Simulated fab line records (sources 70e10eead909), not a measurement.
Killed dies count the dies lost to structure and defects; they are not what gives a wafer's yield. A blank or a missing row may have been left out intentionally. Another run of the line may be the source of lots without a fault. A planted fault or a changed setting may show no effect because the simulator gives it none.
Chamber matching -- flow nand_harc -- NHARC_A_SLIT_ETCH_24 on rie_diel-03 has 4 sister chambers
The step etches the open film in CF4/CHF3, target depth 121 nm, time 60.5 s. 4 wafers are shown with their chamber, then 6 later ones without.

== EACH WAFER AND ITS CHAMBER ==
wafer,chamber,rf_vpp_V (V)
L759.6,2,366.1
L766.1,0,368.6
L776.3,1,365.7
L776.6,3,368.0

== WAFERS WITH NO CHAMBER GIVEN ==
wafer,rf_vpp_V (V)
L779.3,369.3
L779.5,369.0
L779.6,366.1
L781.1,368.0
L781.2,367.1
L781.4,369.9

== CHAMBER TAKEN BY EACH ==
wafer,from the rows above,in truth
L779.3,can't be placed: 0 or 3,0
L779.5,can't be placed: 0 or 3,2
L779.6,can't be placed: 2 or 1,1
L781.1,can't be placed: 3 or 0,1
L781.2,can't be placed: 3 or 2 or 1 or 0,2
L781.4,can't be placed: 0 or 3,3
Placed correctly: 0 of 6. Cannot be placed on the basis of these rows: 6; the candidates contain the true chamber in 4. 0 placed wrongly.
How it was worked out, from the rows above alone: a wafer's distance from a chamber is the root of the sum, over the readings, of the square of ((its reading less the chamber's mean) divided by the reading's scatter). The wafer belongs to the nearest chamber; if the next one is less than 2 further off, it can't be placed. For every chamber, the mean is computed from those of its wafers that are shown. The scatter: root of mean squared gap, hidden wafer to nearest shown wafer, with one shown wafer a chamber.
